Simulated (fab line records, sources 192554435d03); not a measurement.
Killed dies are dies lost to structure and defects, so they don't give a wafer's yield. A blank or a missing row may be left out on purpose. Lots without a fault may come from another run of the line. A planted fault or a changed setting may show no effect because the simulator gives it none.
Problem report in the 8D (eight disciplines) form, filled by code | flow n5_finfet | the parts of the form that need people (team, actions taken, sign-off) are left out

1. THE PROBLEM
bias_w at N5_BEOL_M6_TRENCH_ETCH_37 reads a mean of 170.0 W on 2 wafers of 2 lots; wafers without a fault read 185.0 W with a standard deviation of 0.59. That is -25 standard deviations from the usual mean.
The step: etches SiCOH lowk in C4F6/O2, target depth 94.435 nm, time 31.5 s.
First seen on wafer L788.3, day 11 00:06, on rie_diel-04. The record holds 18 wafers of 6 lots with a number at this step. Rule for "out", or "out of limits": more than 4 standard deviations from the usual mean. The other wafers with a number count as sound.

2. WHAT IT IS AND WHAT IT IS NOT
question                    | is                | is not
which readings at this step | bias_w            | drypump_motor_current_A, oes_product_au, showerhead_plenum_p_Torr, throttle_valve_pct
which lots                  | L786, L788        | L780, L798, L800, L802
which wafers of those lots  | L786.6, L788.3    | L786.4, L786.5, L788.1, L788.6
read on which tools         | rie_diel-04       | rie_diel-03
when                        | from day 11 00:06 | up to then (5 sound wafers); but 11 sound wafers of L786, L798, L800, L802 came after

3. SUSPECTS, AND WHAT RULES EACH OUT
Counting: a tool at a process step up to the reading stays a suspect if it ran every lot that is out. Sound lots after the first of them don't rule it out here, since some wafers of a struck lot are sound.
- rie_diel-04 at N5_BEOL_M6_DESCUM_33 (chemistry O2, time 7 s): kept. It ran every lot that is out, first L788 (day 10 23:49); its last sound lot up to then is L780 (day 9 15:23).
- rie_diel-04 at N5_BEOL_M6_ETCH_72 (etches underlayer in N2/H2, target depth 6.5 nm, time 5.2 s): kept. It ran every lot that is out, first L788 (day 10 23:52); its last sound lot up to then is L780 (day 9 15:26).
- rie_diel-04 at N5_BEOL_M6_ETCH_65 (etches SiARC in CF4, target depth 15.6 nm, time 26 s): kept. It ran every lot that is out, first L788 (day 10 23:52); its last sound lot up to then is L780 (day 9 15:26).
- rie_diel-04 at N5_BEOL_M6_STRIP_36 (strips in N2/H2): kept. It ran every lot that is out, first L788 (day 11 00:04); its last sound lot up to then is L780 (day 9 15:38).
- rie_diel-04 at N5_BEOL_M6_TRENCH_ETCH_37 (etches SiCOH lowk in C4F6/O2, target depth 94.435 nm, time 31.5 s): kept. It ran every lot that is out, first L788 (day 11 00:06); its last sound lot up to then is L780 (day 9 15:40). Its own readings are out on those wafers: bias_w.
- Within rie_diel-04 at N5_BEOL_M6_DESCUM_33: the wafers that are out ran in chamber 1; their sound lot-mates ran in chambers 0, 2.
- Within rie_diel-04 at N5_BEOL_M6_ETCH_72: the wafers that are out ran in chamber 1; their sound lot-mates ran in chambers 0, 2.
- Within rie_diel-04 at N5_BEOL_M6_ETCH_65: the wafers that are out ran in chamber 1; their sound lot-mates ran in chambers 0, 2.
- Within rie_diel-04 at N5_BEOL_M6_STRIP_36: the wafers that are out ran in chamber 1; their sound lot-mates ran in chambers 0, 2.
- Within rie_diel-04 at N5_BEOL_M6_TRENCH_ETCH_37: the wafers that are out ran in chamber 1; their sound lot-mates ran in chambers 0, 2.
Left after counting: rie_diel-04 at N5_BEOL_M6_DESCUM_33, rie_diel-04 at N5_BEOL_M6_ETCH_72, rie_diel-04 at N5_BEOL_M6_ETCH_65, rie_diel-04 at N5_BEOL_M6_STRIP_36, rie_diel-04 at N5_BEOL_M6_TRENCH_ETCH_37.

4. THE CAUSE (what the simulator had put in)
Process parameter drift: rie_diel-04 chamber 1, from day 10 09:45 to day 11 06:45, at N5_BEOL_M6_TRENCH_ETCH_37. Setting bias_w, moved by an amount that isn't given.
Counting left 5 suspects, and this tool is among them.

5. THE CHAIN OF EFFECTS, in route order
Each row: a reading whose mean over the struck wafers that have a number lies more than 3 standard deviations from the usual. Only readings for which the record gives a usual standard deviation are gone through. hours: the time from each lot's start at the first step in this table that gives one to its start at this step, as a median over the lots. sigmas: the change in usual standard deviations.
hours | step                      | reading  | usual   | on struck wafers | change | sigmas
0     | N5_BEOL_M6_TRENCH_ETCH_37 | bias_w   | 185.0 W | 170.0            | -15.0  | -25
0     | N5_BEOL_M6_TRENCH_ETCH_37 | rf_vpp_V | 659 V   | 610              | -49    | -3.8
The process steps in it:
- N5_BEOL_M6_TRENCH_ETCH_37: etches SiCOH lowk in C4F6/O2, target depth 94.435 nm, time 31.5 s.

6. WHAT WOULD HAVE CAUGHT IT SOONER
In this record the first reading out of limits was taken at day 11 00:06, 14 hours after the fault began at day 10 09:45.
